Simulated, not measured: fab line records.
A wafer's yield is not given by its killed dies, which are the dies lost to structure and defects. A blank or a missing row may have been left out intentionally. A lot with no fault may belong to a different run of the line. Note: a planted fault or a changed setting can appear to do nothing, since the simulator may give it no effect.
8D (eight disciplines) problem report, filled in by code :: flow n5 finfet :: the parts of the form that need people (team, actions taken, sign-off) are left out

## 1. PROBLEM STATEMENT
N5_FIN_SAQP_THK_MEAS_05, thk nm: mean 56.3 nm over 1 wafer from 1 lot; wafers with no fault: 37.7 nm, standard deviation 0.47. Relative to the usual mean, that is a shift of +40 standard deviations.
Seen first at day 4 03:43 on film metro-02, wafer L346.3. The record holds 24 wafers of 8 lots with a number at this step. By rule, "out" or "out of limits" means more than 4 standard deviations away from the usual mean. The other wafers with a number count as sound.

## 2. WHAT IT IS, AND WHAT IT ISN'T
question: which readings at this step
is: thk nm
is not: -

question: which lots
is: L346
is not: L337, L340, L341, L347, L355, L358, L359

question: which wafers of those lots
is: L346.3
is not: L346.4, L346.5

question: read on which gauges
is: film metro-02
is not: film metro-01

question: when
is: from day 4 03:43
is not: up to then (11 sound wafers); but 12 sound wafers of L347, L355, L358, L359 came after

## 3. SUSPECTS, AND WHAT RULES EACH OUT
Counting: any tool at a process step up to the reading remains a suspect provided it ran every lot that is out. Sound lots after the first of them don't rule it out here, since some wafers of a struck lot are sound.
- ruled out: the gauge at N5_FIN_SAQP_THK_MEAS_05. All the wafers that are out were read on film metro-02, but those of them that N5_FIN_SAQP_HM_OPEN_33 has rows for are out there too, on other tools.
- pecvd-03 at N5_PMOS_HMC_CHANNEL_EPI_HM_DEP_34 (deposits SiO2 from TEOS/O2, target thk 36 nm, time 6.9 s): kept. It ran the lot that is out, L346 (day 3 23:02).
- rie si-03 at N5_PMOS_HMC_CHANNEL_EPI_FIN_RECESS_16 (chemistry HBr/Cl2, target Si, target depth 54 nm, time 18 s): kept. It ran the lot that is out, L346 (day 4 00:13).
- pecvd-04 at N5_FIN_SAQP_HM_DEP_03 (deposits SiNx from SiH4/NH3/N2, target thk 38 nm, time 33.6 s): kept. The lot that is out, L346, ran on it at day 4 03:38; the last sound lot it ran before that was L341, at day 2 20:31.
- pecvd-03, N5_PMOS_HMC_CHANNEL_EPI_HM_DEP_34: wafers that are out in chamber 2, sound lot-mates in chambers 0, 1.
- pecvd-04, N5_FIN_SAQP_HM_DEP_03: wafers that are out in chamber 0, sound lot-mates in chambers 1, 2.
Left after counting: pecvd-03 at N5_PMOS_HMC_CHANNEL_EPI_HM_DEP_34, rie si-03 at N5_PMOS_HMC_CHANNEL_EPI_FIN_RECESS_16, pecvd-04 at N5_FIN_SAQP_HM_DEP_03.

## 4. THE CAUSE (what the simulator had put in)
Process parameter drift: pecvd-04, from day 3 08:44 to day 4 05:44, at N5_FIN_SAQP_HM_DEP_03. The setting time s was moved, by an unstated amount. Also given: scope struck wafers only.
Of the 3 suspects that counting leaves, this tool is one.

## 5. SEQUENCE OF EFFECTS, ordered by route
Each row: a reading whose mean over the struck wafers that have a number lies more than 3 standard deviations from the usual. Only readings whose record carries a usual standard deviation are examined. hours: median over the lots of the time between each lot's start at the first step of this table that gives one and its start at this step. sigmas: the change, counted in usual standard deviations.
hours: 0
step: N5_FIN_SAQP_THK_MEAS_05
reading: thk nm
usual: 37.7 nm
on struck wafers: 56.3
change: +18.6
sigmas: +40

hours: 6
step: N5_FIN_SAQP_HM_OPEN_33
reading: etch rf on time s
usual: 69.0 s
on struck wafers: 102.6
change: +33.6
sigmas: +20

hours: 150
step: N5_BEOL_M4_RC_MEAS_101
reading: ION_N
usual: 673 uA/um
on struck wafers: 637
change: -36
sigmas: -3.3
It contains these process steps:
- N5_FIN_SAQP_HM_OPEN_33: chemistry CH3F/O2, target SiNx, target depth 49.4 nm, time 70.6 s.

## 6. HOW IT WOULD HAVE BEEN CAUGHT EARLIER
The first out-of-limits reading at a measuring or inspecting step in this record came at day 4 03:43, 19 hours after the fault's start at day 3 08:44.
No tool reading at N5_FIN_SAQP_HM_DEP_03 that has a usual standard deviation in the record was out on any struck wafer, so an alarm limit of 4 standard deviations on those readings would not have fired.
By day 4 03:43 the whole set of lots that are out, 1 in number, had already begun N5_FIN_SAQP_HM_DEP_03 on pecvd-04. Had the tool been put on hold then, not one of them would have been saved.
